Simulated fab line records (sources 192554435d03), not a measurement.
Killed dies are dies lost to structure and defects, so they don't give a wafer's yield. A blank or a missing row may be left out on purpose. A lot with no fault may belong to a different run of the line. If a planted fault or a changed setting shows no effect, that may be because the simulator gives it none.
The tool behind it: which one? ; flow n5 finfet ; 12 lots (36 wafers sampled), 1 step of a 1938-step route

WHAT THE GAUGES SHOWED, per wafer
N5_BEOL_M2_THK_MEAS_53: measures by xrf.
lot;measured;on;M2_THK (nm)
L075;day 7 04:16;film metro-01;38.2 37.0 37.1
L077;day 7 14:47;film metro-01;39.2 39.0 42.1
L079;day 8 07:07;film metro-02;41.3 41.0 39.7
L082;day 8 18:07;film metro-02;39.7 38.9 39.1
L083;day 9 01:00;film metro-01;41.4 40.3 40.0
L085;day 9 16:11;film metro-01;40.3 39.9 41.5
L087;day 10 04:32;film metro-02;39.9 40.5 38.3
L089;day 11 00:07;film metro-01;40.4 39.4 39.6
L091;day 11 07:53;film metro-01;37.7 38.3 39.7
L092;day 11 10:23;film metro-01;40.1 38.4 38.5
L095;day 12 03:22;film metro-02;40.5 41.5 39.3
L096;day 12 14:47;film metro-01;40.5 40.1 40.4

WHICH TOOL RAN EACH LOT (tool, then ch and the chambers of the sampled wafers, then the start)
No process step before these readings appears in the record.

THE ANSWER, worked out from the rows above alone
Rule: the lots themselves supply what counts as usual. The widest of any qualifying gaps counts: lots, ordered by their means at a reading, are off when they make up no more than a third of the lots, leave a main group of 4 or more, and stand apart from it by 3 or more times the standard deviation of that group's means. Not used: any main group whose means are identical at the precision the tables above print for the reading. A lot without any number at a reading at which 4 lots or more have one is off too. The other lots that the step has rows for count as sound.
Across all readings shown, no lot is off: no conclusion can be drawn from this.

WHAT THE SIMULATOR PUT IN
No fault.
